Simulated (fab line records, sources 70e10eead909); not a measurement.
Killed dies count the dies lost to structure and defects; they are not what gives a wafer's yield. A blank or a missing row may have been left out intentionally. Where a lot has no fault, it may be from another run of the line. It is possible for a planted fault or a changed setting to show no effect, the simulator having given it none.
Struck lot and sound lot, side by side -- flow nandHarc -- 20 out of 1159 route steps
Sound: the wafers L193.2, L193.4, L193.6. The struck wafers were L185.4, L185.5, L185.6. The cause is given at the end.
For every step that has rows: the tool of each side, followed by ch and its chambers, followed by its first start. Under that, the readings that differ: sound wafers -- struck wafers -- difference of the means -- sigmas: that difference in standard deviations of wafers without a fault.
alike: words and numbers the same on both sides, and readings whose means are apart by under 2 such deviations; not compared: readings that were withheld, readings missing a value for some wafer, numbers with overlapping values and no deviation given by the record, and bounds like >300 which may hide the same value.
Wherever a step has rows on one side only, a row that says differs or no value, or a row with sigmas, the two part there. Non-overlapping numbers with no deviation appear without sigmas and do not part them. Lack of a reading on every wafer of one side parts them only where that side has two or more wafers.

NHARC_P_ZERO_WELL_CD_MEAS_37 targets a cd of 720 nm.
  sound on cdSem-01 ch 0, day 5 04:07; struck on cdSem-03 ch 0, day 3 04:13
  alike: cdNm
then, 1 step without rows for these wafers: NHARC_P_ZERO_WELL_HARDBAKE_38 (time 80 s).
NHARC_P_ZERO_WELL_DESCUM_39: chemistry O2, time 3 s.
  sound on rieDiel-11 ch 1,3, day 5 04:16; struck on rieDiel-05 ch 1,2,3, day 3 04:23
  alike: drypumpMotorCurrentA, oesProductAu, rfVppV, showerheadPlenumPTorr, throttleValvePct
  not compared: rfHoursCounterH
then, 9 steps without rows for these wafers: NHARC_P_ZERO_WELL_IMPLANT_40; NHARC_P_ZERO_WELL_IMPLANT_59; NHARC_P_ZERO_WELL_IMPLANT_60; NHARC_P_ZERO_WELL_STRIP_41 (strips in SPM, time 840 s); NHARC_P_ZERO_WELL_DEHYDRATE_44 (time 120 s); NHARC_P_ZERO_WELL_HMDS_45 (time 30 s); NHARC_P_ZERO_WELL_COAT_46; NHARC_P_ZERO_WELL_SOFTBAKE_47 (time 95 s); NHARC_P_ZERO_WELL_EBR_48.
NHARC_P_ZERO_WELL_EXPOSE_49: exposes mask P HVPW, target cd 2000 nm.
  sound on krfScanner-02 ch 0, day 5 05:29; struck on krfScanner-03 ch 0, day 3 05:43
reading,sound,struck,difference,sigmas
mask,P_HVPW#0 P_HVPW#0 P_HVPW#0,P_HVPW_R1#0 P_HVPW_R1#0 P_HVPW_R1#0,differs,
then, 2 steps without rows for these wafers: NHARC_P_ZERO_WELL_PEB_50 (peb time 85 s); NHARC_P_ZERO_WELL_DEVELOP_51 (time 70 s).
NHARC_P_ZERO_WELL_CD_MEAS_52 targets a cd of 2000 nm.
  sound on cdSem-03 ch 0, day 5 05:38; struck on cdSem-03 ch 0, day 3 05:52
reading,sound,struck,difference,sigmas
cdNm (nm),2000.7 2000.1 1997.9,1444.6 1442.0 1440.1,-557.3,-99 or more
then, 1 step without rows for these wafers: NHARC_P_ZERO_WELL_HARDBAKE_53 (time 80 s).
NHARC_P_ZERO_WELL_DESCUM_54: chemistry O2, time 3 s.
  sound on rieDiel-11 ch 0,2, day 5 05:48; struck on rieDiel-11 ch 0,1,3, day 3 06:04
reading,sound,struck,difference,sigmas
model.P_ZERO_WELL.cdNm (nm),2001 1999 1997,1443 1442 1439,-558,
  alike: drypumpMotorCurrentA, oesProductAu, rfVppV, showerheadPlenumPTorr, throttleValvePct
  not compared: rfHoursCounterH
after that, 1 step had no rows for these wafers: NHARC_P_ZERO_WELL_IMPLANT_55.
-- break in the record here, with 18 days between the starts of the struck wafers on either side (left off in module P_ZERO_WELL, picked up again in module END, where the first step shown is number 1159 on the route) --
NHARC_END_SORT_01:
  only the struck wafers appear in the record here, on prober-01 ch 0 at day 20 19:21; the sound ones have no rows

## WHERE THEY PART
Earliest at NHARC_P_ZERO_WELL_EXPOSE_49; latest, in this record, at NHARC_END_SORT_01.

WHY: the cause the simulator had injected
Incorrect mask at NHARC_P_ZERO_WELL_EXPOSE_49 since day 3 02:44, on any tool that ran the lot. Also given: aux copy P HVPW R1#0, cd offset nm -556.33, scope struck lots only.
